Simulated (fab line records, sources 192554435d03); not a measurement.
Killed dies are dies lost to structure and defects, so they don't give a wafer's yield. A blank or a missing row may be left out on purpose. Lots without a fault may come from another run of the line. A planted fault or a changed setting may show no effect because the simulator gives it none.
fab line records | flow n5_finfet | part 1 of 2: steps 1 to 19 of 31
record lots=5 wafers=15 last_day=17
route steps=1938 shown BEOL_M12@1634 BEOL_M13@1659
lots that met no fault: from a run of the same line without faults
start_h: hours from the record's first day to the start of the lot's first wafer shown | wait_h: hours since the lot's step before | " the same as in the row above | L1.1+2: a row that stands for several wafers | - no value, or no start given | * or withheld: withheld | < > ~ a bound
route shown NAME@n: a module of which the file shows steps, and the number in the route of the first | usual: mean/standard deviation of fault-free wafers | same: alike in all rows | chamber/n: place in a boat | sites: the reading at each site | _std_site: their standard deviation | _edge_site: outer sites' mean less inner sites' | radius_mm: how far each site lies from the wafer's centre | mask NAME#n: copy n | behind: the tool/chamber that last shaped the wafer | hold: why the lot was held/for how many hours/how that ended | device: the transistor (n, p or np) that didn't switch | end of line: the same wafers' tests at the end of the route | a step without rows: its recipe alone | killed: dies lost to structure and defects at the first sort, not the wafer's yield | map: a wafer's dies, x killed, . not, _ none there
set.NAME: the setting as run; set.NAME@STEP: as run at that earlier step | model.NAME: the simulator's own value behind a step, which no gauge read
lots at some steps of the route; a table a step, a row a wafer
services: from which hour (start_h, from the record's first day; less than 0 if before it) a tool's chamber was out of use, for how many hours, and why
## steps
# step N5_BEOL_M12_INSPECT_30
# recipe mode=adi inspect_instrument=macro
# usual raw_defect_count=2.0/1.6
# columns lot.wafer tool chamber start_h wait_h raw_defect_count
L077.2 defect_inspect-02 - 249.98 0.0 3
L077.3 " - " " 2
L077.5 " - " " 3
L081.1 defect_inspect-01 - 280.69 0.0 3
L081.2 " - " " 3
L081.4 " - " " 1
L088.2 defect_inspect-01 - 327.06 0.0 2
L088.3 " - " " 1
L088.6 " - " " 1
L095.1 defect_inspect-02 - 367.30 0.0 2
L095.2 " - " " 2
L095.4 " - " " 0
L097.1 defect_inspect-02 - 376.00 0.0 6
L097.2 " - " " 2
L097.6 " - " " 0
# step N5_BEOL_M12_DESCUM_33
# recipe chemistry=O2 time_s=7.9 source_power_w=50 bias_power_w=20 pressure_mtorr=20 rf_frequency_hz=2.712e+07 temp_c=40 o2_flow_sccm=225
# usual drypump_motor_current_A=5.7/0.42 oes_product_au=0.82/0.083 rf_vpp_V=243.4/1.4 showerhead_plenum_p_Torr=2.11/0.06 throttle_valve_pct=20.42/0.25
# same time_s=7.9
# columns lot.wafer tool chamber start_h wait_h drypump_motor_current_A oes_product_au rf_hours_counter_h rf_vpp_V showerhead_plenum_p_Torr throttle_valve_pct
L077.2 rie_diel-03 3 251.39 1.4 6.2 0.81 110 242.3 2.12 20.39
L077.3 " 2 " " 5.5 0.75 163 244.0 2.16 20.42
L077.5 " 3 " " 6.2 0.80 - 243.4 2.12 20.39
L081.1 rie_diel-02 3 280.79 0.1 5.1 0.78 96 243.0 2.12 20.51
L081.2 " 1 " " 6.1 0.72 163 242.8 2.07 20.49
L081.4 " 0 " " 5.2 0.86 61 243.2 2.03 20.35
L088.2 rie_diel-03 2 327.09 0.0 5.5 0.71 191 244.7 2.15 20.48
L088.3 " 0 " " 5.4 0.93 34 244.9 2.21 20.06
L088.6 " 1 " " 6.2 0.90 - 241.4 2.06 20.72
L095.1 rie_diel-03 2 367.33 0.0 5.5 0.72 205 244.8 2.14 20.48
L095.2 " 0 " " 5.4 0.90 50 245.5 2.20 20.12
L095.4 " 1 " " 6.2 0.87 38 242.5 2.05 20.74
L097.1 rie_diel-03 3 376.04 0.0 6.2 0.76 157 243.4 2.11 20.46
L097.2 " 0 " " 5.4 0.90 53 245.8 2.20 20.09
L097.6 " 1 " " 6.2 0.88 - 241.9 2.05 20.74
# step N5_BEOL_M12_ETCH_67
# recipe chemistry=CF4 target=SiARC target_depth_a=1430 time_s=238.3 ion_energy_ev=80 pressure_mtorr=40 source_w=545 bias_w=36 Ar_flow_sccm=100 cf4_flow_sccm=100 ends=cleared
# usual drypump_motor_current_A=5.7/0.42 etch_rf_on_time_s=234/5.6 mfc_ar_sccm=100.0/0.32 oes_product_au=0.70/0.069 rf_vpp_V=184.3/1.1 showerhead_plenum_p_Torr=2.16/0.066 throttle_valve_pct=15.60/0.22
# columns lot.wafer tool chamber start_h wait_h drypump_motor_current_A etch_rf_on_time_s mfc_ar_sccm oes_product_au rf_hours_counter_h rf_vpp_V showerhead_plenum_p_Torr throttle_valve_pct
L077.2 rie_diel-03 3 251.43 0.0 6.2 234 100.0 0.69 110 184.5 2.16 15.50
L077.3 " 2 " " 5.5 239 99.6 0.64 163 186.1 2.22 15.76
L077.5 " 3 " " 6.2 232 100.1 0.69 - 183.9 2.16 15.50
L081.1 rie_diel-02 3 280.82 0.0 5.1 237 100.1 0.68 96 184.1 2.16 15.62
L081.2 " 1 " " 6.1 235 100.2 0.63 163 184.7 2.13 15.78
L081.4 " 0 " " 5.2 232 99.8 0.75 61 184.5 2.09 15.49
L088.2 rie_diel-03 2 327.13 0.0 5.5 240 100.1 0.61 191 185.4 2.21 15.80
L088.3 " 0 " " 5.4 230 100.4 0.79 34 183.9 2.27 15.32
L088.6 " 1 " " 6.2 225 100.2 0.79 - 183.4 2.11 15.76
L095.1 rie_diel-03 2 367.37 0.0 5.5 239 99.7 0.61 205 184.3 2.21 15.84
L095.2 " 0 " " 5.4 231 100.0 0.77 50 185.4 2.26 15.37
L095.4 " 1 " " 6.2 226 100.0 0.75 38 183.5 2.11 15.81
L097.1 rie_diel-03 3 376.07 0.0 6.2 233 100.7 0.66 157 183.5 2.15 15.59
L097.2 " 0 " " 5.4 233 100.3 0.76 53 184.7 2.26 15.37
L097.6 " 1 " " 6.2 226 100.1 0.77 - 183.5 2.11 15.81
# step N5_BEOL_M12_ETCH_68
# recipe chemistry=N2/H2 target=SOC mask_material=SiARC source_w=3000 bias_w=350 temp_c=40 time_s=285 ion_energy_ev=200 pressure_mtorr=30 n2_flow_sccm=200 h2_flow_sccm=200
# usual drypump_motor_current_A=5.7/0.42 n2_flow_sccm=200.0/0.64 oes_product_au=0.82/0.08 rf_vpp_V=524.5/2.5 showerhead_plenum_p_Torr=2.57/0.082 throttle_valve_pct=17.80/0.24
# same time_s=285
# columns lot.wafer tool chamber start_h wait_h drypump_motor_current_A n2_flow_sccm oes_product_au rf_hours_counter_h rf_vpp_V showerhead_plenum_p_Torr throttle_valve_pct
L077.2 rie_diel-03 3 251.57 0.1 6.2 199.9 0.81 110 523.7 2.57 17.68
L077.3 " 2 " " 5.5 199.9 0.74 163 526.8 2.65 18.02
L077.5 " 3 " " 6.2 200.7 0.80 - 524.7 2.57 17.69
L081.1 rie_diel-02 3 280.97 0.1 5.1 199.2 0.78 96 523.1 2.56 17.82
L081.2 " 1 " " 6.1 200.1 0.72 163 522.1 2.55 17.97
L081.4 " 0 " " 5.2 199.7 0.87 61 521.6 2.48 17.75
L088.2 rie_diel-03 2 327.27 0.1 5.5 200.2 0.73 191 527.0 2.64 18.07
L088.3 " 0 " " 5.4 199.4 0.93 34 526.3 2.69 17.45
L088.6 " 1 " " 6.2 200.5 0.90 - 520.9 2.50 18.06
L095.1 rie_diel-03 2 367.51 0.1 5.5 200.2 0.71 205 526.1 2.63 18.09
L095.2 " 0 " " 5.4 199.8 0.88 50 527.3 2.69 17.47
L095.4 " 1 " " 6.2 198.3 0.87 38 522.3 2.49 18.06
L097.1 rie_diel-03 3 376.22 0.1 6.2 199.8 0.77 157 522.9 2.55 17.77
L097.2 " 0 " " 5.4 199.5 0.88 53 528.0 2.68 17.47
L097.6 " 1 " " 6.2 199.6 0.86 - 522.1 2.49 18.05
# step N5_BEOL_M12_STRIP_69
# recipe chemistry=N2/H2 temp_c=40 n2_flow_sccm=200 h2_flow_sccm=200 rf_frequency_hz=6e+07
# columns lot.wafer tool chamber start_h wait_h
L077.2+3+5 rie_diel-03 3,2,3 251.74 0.1
L081.1+2+4 rie_diel-02 3,1,0 281.14 0.1
L088.2+3+6 rie_diel-03 2,0,1 327.44 0.1
L095.1+2+4 rie_diel-03 2,0,1 367.69 0.1
L097.1+2+6 rie_diel-03 3,0,1 376.39 0.1
# step N5_BEOL_M12_TRENCH_ETCH_34
# recipe chemistry=C4F8/O2/Ar target=SiOC target_depth_a=3189.5 mask_material=SOC pressure_mtorr=30 source_w=3000 bias_w=700 Ar_flow_sccm=400 C4F8_flow_sccm=15 O2_flow_sccm=8 he_inner_torr=15 he_outer_torr=30 time_s=125.5 ion_energy_ev=250
# usual drypump_motor_current_A=5.7/0.42 mfc_ar_sccm=400.1/1.1 oes_product_au=0.82/0.08 rf_vpp_V=666/3.1 showerhead_plenum_p_Torr=3.45/0.099 throttle_valve_pct=24.23/0.24
# same time_s=125.5
# columns lot.wafer tool chamber start_h wait_h drypump_motor_current_A mfc_ar_sccm oes_product_au rf_hours_counter_h rf_vpp_V showerhead_plenum_p_Torr throttle_valve_pct
L077.2 rie_diel-03 3 251.75 0.0 6.2 400.2 0.81 111 665 3.44 24.03
L077.3 " 2 " " 5.5 399.2 0.75 163 668 3.54 24.34
L077.5 " 3 " " 6.2 399.2 0.81 - 667 3.44 24.01
L081.1 rie_diel-02 3 281.15 0.0 5.1 399.9 0.78 96 666 3.45 24.29
L081.2 " 1 " " 6.2 400.9 0.71 163 665 3.39 24.22
L081.4 " 0 " " 5.2 402.3 0.86 61 662 3.35 24.26
L088.2 rie_diel-03 2 327.45 0.0 5.6 399.6 0.72 191 669 3.53 24.36
L088.3 " 0 " " 5.4 400.9 0.92 34 671 3.61 23.94
L088.6 " 1 " " 6.2 400.9 0.90 - 664 3.37 24.60
L095.1 rie_diel-03 2 367.70 0.0 5.5 400.5 0.72 205 667 3.52 24.40
L095.2 " 0 " " 5.4 401.6 0.88 50 671 3.60 23.98
L095.4 " 1 " " 6.2 398.9 0.88 38 665 3.36 24.60
L097.1 rie_diel-03 3 376.40 0.0 6.2 400.2 0.77 157 665 3.41 24.07
L097.2 " 0 " " 5.4 401.7 0.89 54 671 3.60 23.96
L097.6 " 1 " " 6.2 399.2 0.87 - 663 3.36 24.60
# step N5_BEOL_M12_STRIP_70
# recipe chemistry=C4F8/O2/Ar resist=SiARC rf_frequency_hz=6e+07
# columns lot.wafer tool chamber start_h wait_h
L077.2+3+5 rie_diel-03 3,2,3 251.87 0.1
L081.1+2+4 rie_diel-02 3,1,0 281.27 0.1
L088.2+3+6 rie_diel-03 2,0,1 327.57 0.1
L095.1+2+4 rie_diel-03 2,0,1 367.81 0.1
L097.1+2+6 rie_diel-03 3,0,1 376.51 0.1
# step N5_BEOL_M12_OCD_MEAS_35
# usual trench_depth_nm=320/5.4
# columns lot.wafer tool chamber start_h wait_h trench_depth_nm
L077.2 ocd-01 - 251.91 0.0 323
L077.3 " - " " 324
L077.5 " - " " 324
L081.1 ocd-02 - 281.31 0.0 315
L081.2 " - " " 309
L081.4 " - " " 318
L088.2 ocd-02 - 327.61 0.0 320
L088.3 " - " " 329
L088.6 " - " " 321
L095.1 ocd-02 - 367.85 0.0 324
L095.2 " - " " 325
L095.4 " - " " 323
L097.1 ocd-01 - 376.55 0.0 326
L097.2 " - " " 326
L097.6 " - " " 319
# step N5_BEOL_M12_STRIP_37
# recipe chemistry=N2/H2 power_w=1000 temp_c=250 h2_frac=0.65 overash_fraction=0.3 pressure_mtorr=withheld n2_flow_sccm=1750 h2_flow_sccm=3250
# usual drypump_motor_current_A=5.42/0.12 heater_power_w=328/33 n2_flow_sccm=1750/4.8 oes_product_au=0.789/0.0097
# columns lot.wafer tool chamber start_h wait_h drypump_motor_current_A heater_power_w n2_flow_sccm oes_product_au rf_hours_counter_h
L077.2 plasma_asher-02 1 251.95 0.0 5.47 344 1751 0.793 121
L077.3 " 1 " " 5.48 323 1753 0.808 -
L077.5 " 0 " " 5.40 360 1752 0.785 -
L081.1 plasma_asher-01 1 281.35 0.0 5.56 266 1757 0.780 80
L081.2 " 0 " " 5.22 302 1741 0.784 80
L081.4 " 1 " " 5.53 264 1744 0.788 -
L088.2 plasma_asher-02 1 327.65 0.0 5.48 334 1747 0.789 134
L088.3 " 1 " " 5.48 336 1759 0.784 -
L088.6 " 0 " " 5.43 356 1757 0.808 -
L095.1 plasma_asher-02 1 367.89 0.0 5.49 333 1740 0.803 141
L095.2 " 0 " " 5.39 368 1745 0.788 141
L095.4 " 1 " " 5.50 332 1743 0.795 -
L097.1 plasma_asher-02 0 376.59 0.0 5.40 369 1746 0.778 143
L097.2 " 1 " " 5.50 339 1746 0.800 143
L097.6 " 0 " " 5.41 353 1756 0.789 -
# step N5_BEOL_M12_ETCH_38
# recipe chemistry=CF4/N2 target=SiCN target_depth_a=687 taper_deg=2 time_s=73.4 ion_energy_ev=150 mask_material=SiO2 pressure_mtorr=40 source_w=430 bias_w=70 Ar_flow_sccm=100 cf4_flow_sccm=60 n2_flow_sccm=60
# usual drypump_motor_current_A=5.7/0.42 mfc_ar_sccm=99.99/0.27 n2_flow_sccm=60.00/0.17 oes_product_au=0.82/0.084 rf_vpp_V=382.7/1.9 showerhead_plenum_p_Torr=2.23/0.066 throttle_valve_pct=15.43/0.22
# same time_s=73.4
# columns lot.wafer tool chamber start_h wait_h drypump_motor_current_A mfc_ar_sccm n2_flow_sccm oes_product_au rf_hours_counter_h rf_vpp_V showerhead_plenum_p_Torr throttle_valve_pct
L077.2 rie_diel-03 3 253.85 - 6.2 99.84 60.09 0.81 112 382.4 2.23 15.33
L077.3 " 0 " " 5.4 99.94 60.06 0.99 8 387.2 2.35 15.10
L077.5 " 0 " " 5.4 99.60 59.92 0.99 - 387.8 2.35 15.09
L081.1 rie_diel-02 1 281.73 - 6.2 100.11 60.15 0.74 163 381.8 2.20 15.62
L081.2 " 0 " " 5.3 99.78 59.74 0.88 62 380.2 2.15 15.35
L081.4 " 2 " " 5.7 100.04 60.15 0.81 86 381.1 2.14 15.48
L088.2 rie_diel-06 3 327.86 - 4.9 99.71 59.91 0.83 65 380.4 2.14 15.58
L088.3 " 2 " " 5.4 100.18 60.06 0.86 71 384.7 2.33 15.11
L088.6 " 3 " " 4.9 100.55 60.13 0.82 - 380.6 2.14 15.57
L095.1 rie_diel-03 3 370.06 - 6.2 100.07 60.27 0.77 155 381.0 2.21 15.40
L095.2 " 2 " " 5.5 100.04 60.36 0.71 206 383.7 2.28 15.68
L095.4 " 0 " " 5.4 99.86 59.79 0.90 - 385.0 2.33 15.19
L097.1 rie_diel-03 0 376.71 - 5.4 100.79 59.84 0.89 54 383.6 2.33 15.18
L097.2 " 1 " " 6.2 99.74 59.92 0.90 40 380.5 2.17 15.63
L097.6 " 3 " " 6.2 100.24 60.00 0.78 - 382.5 2.21 15.41
# step N5_BEOL_M12_PRECLEAN_39
# recipe chemistry=residue_remover time_s=60 temp_c=40
# usual bath_guard_temp_C=40.1/0.58
# same time_s=60
# columns lot.wafer tool chamber start_h wait_h bath_guard_temp_C
L077.2 wet_bench-06 1 253.98 0.1 39.7
L077.3 " 4 " " 40.5
L077.5 " 7 " " 40.2
L081.1 wet_bench-06 1 281.86 0.1 39.2
L081.2 " 0 " " 40.4
L081.4 " 2 " " 40.0
L088.2 wet_bench-04 7 327.99 0.1 40.2
L088.3 " 0 " " 38.3
L088.6 " 2 " " 40.4
L095.1 wet_bench-06 4 370.19 0.1 40.2
L095.2 " 0 " " 40.4
L095.4 " 1 " " 39.5
L097.1 wet_bench-06 2 376.84 0.1 39.8
L097.2 " 4 " " 39.5
L097.6 " 3 " " 40.1
# step N5_BEOL_M12_SRD_40
# recipe time_s=30 temp_c=23 rinse_liquid=diw dry=n2_spin spin_rpm=1500 dry_time_s=30
# same time_s=30
# columns lot.wafer tool chamber start_h wait_h
L077.2+3+5 wet_bench-06 1,4,7 254.00 0.0
L081.1+2+4 wet_bench-06 1,0,2 281.88 0.0
L088.2+3+6 wet_bench-04 7,0,2 328.01 0.0
L095.1+2+4 wet_bench-06 4,0,1 370.21 0.0
L097.1+2+6 wet_bench-06 2,4,3 376.86 0.0
# step N5_BEOL_M12_DEGAS_41
# recipe ambient=vacuum temp_c=250 time_s=60
# usual heater_power_w=338/35
# same time_s=60
# columns lot.wafer tool chamber start_h wait_h heater_power_w
L077.2 pvd_sputter-01 - 254.21 0.2 333
L077.3 " - " " 377
L077.5 " - " " 372
L081.1 pvd_sputter-01 - 281.94 0.0 409
L081.2 " - " " 327
L081.4 " - " " 320
L088.2 pvd_sputter-03 - 328.63 0.6 304
L088.3 " - " " 347
L088.6 " - " " 315
L095.1 pvd_sputter-02 - 370.54 0.3 297
L095.2 " - " " 309
L095.4 " - " " 346
L097.1 pvd_sputter-01 - 376.91 0.0 325
L097.2 " - " " 328
L097.6 " - " " 321
# step N5_BEOL_M12_PRE_CLEAN_42
# recipe gas=H2/He time_s=30 temp_c=250
# usual heater_power_w=338/35
# same time_s=30
# columns lot.wafer tool chamber start_h wait_h heater_power_w
L077.2 pvd_sputter-01 - 254.25 0.0 326
L077.3 " - " " 383
L077.5 " - " " 385
L081.1 pvd_sputter-01 - 281.98 0.0 403
L081.2 " - " " 327
L081.4 " - " " 329
L088.2 pvd_sputter-03 - 328.67 0.0 301
L088.3 " - " " 350
L088.6 " - " " 311
L095.1 pvd_sputter-02 - 370.58 0.0 284
L095.2 " - " " 316
L095.4 " - " " 363
L097.1 pvd_sputter-01 - 376.95 0.0 327
L097.2 " - " " 329
L097.6 " - " " 324
# step N5_BEOL_M12_SPUTTER_43
# recipe material=TaN target_thk_a=150 temp_c=50 bias_v=168.6 power_w=15000 chamber_pressure_pa=0.12 time_s=24.19
# usual throttle_valve_pct=30.3/1.1
# same time_s=24.19
# columns lot.wafer tool chamber start_h wait_h throttle_valve_pct
L077.2 pvd_sputter-01 - 254.29 0.0 30.7
L077.3 " - " " 30.4
L077.5 " - " " 30.2
L081.1 pvd_sputter-01 - 282.02 0.0 30.9
L081.2 " - " " 30.8
L081.4 " - " " 32.8
L088.2 pvd_sputter-03 - 328.71 0.0 30.1
L088.3 " - " " 29.1
L088.6 " - " " 30.3
L095.1 pvd_sputter-02 - 370.62 0.0 28.7
L095.2 " - " " 29.3
L095.4 " - " " 30.1
L097.1 pvd_sputter-01 - 376.99 0.0 33.2
L097.2 " - " " 30.5
L097.6 " - " " 30.6
# step N5_BEOL_M12_SPUTTER_44
# recipe material=Ta target_thk_a=100 temp_c=50 bias_v=80 power_w=15000 chamber_pressure_pa=0.07 time_s=16.13
# usual throttle_valve_pct=30.3/1.1
# same time_s=16.13
# columns lot.wafer tool chamber start_h wait_h throttle_valve_pct
L077.2 pvd_sputter-01 - 254.37 0.0 30.8
L077.3 " - " " 30.3
L077.5 " - " " 30.4
L081.1 pvd_sputter-01 - 282.10 0.0 30.6
L081.2 " - " " 31.0
L081.4 " - " " 33.2
L088.2 pvd_sputter-03 - 328.79 0.0 30.4
L088.3 " - " " 28.9
L088.6 " - " " 30.6
L095.1 pvd_sputter-02 - 370.70 0.0 28.9
L095.2 " - " " 28.8
L095.4 " - " " 30.1
L097.1 pvd_sputter-01 - 377.07 0.0 32.9
L097.2 " - " " 30.6
L097.6 " - " " 30.6
# step N5_BEOL_M12_SPUTTER_45
# recipe material=Cu target_thk_a=800 temp_c=-20 bias_v=60 power_w=26000 chamber_pressure_pa=0.13 time_s=13.33
# usual throttle_valve_pct=30.3/1.1
# same time_s=13.33
# columns lot.wafer tool chamber start_h wait_h throttle_valve_pct
L077.2 pvd_sputter-01 - 254.45 0.0 30.8
L077.3 " - " " 30.3
L077.5 " - " " 30.3
L081.1 pvd_sputter-01 - 282.18 0.0 31.0
L081.2 " - " " 30.9
L081.4 " - " " 32.9
L088.2 pvd_sputter-03 - 328.87 0.0 30.1
L088.3 " - " " 28.8
L088.6 " - " " 30.4
L095.1 pvd_sputter-02 - 370.78 0.0 28.9
L095.2 " - " " 29.2
L095.4 " - " " 30.1
L097.1 pvd_sputter-01 - 377.15 0.0 33.0
L097.2 " - " " 30.9
L097.6 " - " " 30.6
# step N5_BEOL_M12_ECD_47
# recipe material=Cu target_thk_a=7200
# columns lot.wafer tool chamber start_h wait_h
L077.2+3+5 ecd_cu-02 0,1,1 254.57 0.1
L081.1+2+4 ecd_cu-01 0,1,0 282.31 0.1
L088.2+3+6 ecd_cu-01 1 328.99 0.1
L095.1+2+4 ecd_cu-01 1,0,0 370.90 0.1
L097.1+2+6 ecd_cu-02 0,1,0 377.28 0.1
# step N5_BEOL_M12_ANNEAL_48
# recipe temp_c=225 time_s=90 ambient=N2
# usual wafer_temp_C_max=226.6/0.36
# same time_s=90
# columns lot.wafer tool chamber start_h wait_h wafer_temp_C_max
L077.2 rtp_anneal-02 0 254.76 0.1 226.7
L077.3 " 0 " " 226.8
L077.5 " 0 " " 226.7
L081.1 rtp_anneal-02 0 282.61 0.3 226.5
L081.2 " 0 " " 226.2
L081.4 " 0 " " 226.2
L088.2 rtp_anneal-01 0 329.18 0.1 227.0
L088.3 " 0 " " 226.4
L088.6 " 0 " " 227.0
L095.1 rtp_anneal-02 0 371.24 0.3 226.0
L095.2 " 0 " " 226.2
L095.4 " 0 " " 226.3
L097.1 rtp_anneal-02 0 377.42 0.1 226.1
L097.2 " 0 " " 226.4
L097.6 " 0 " " 226.5
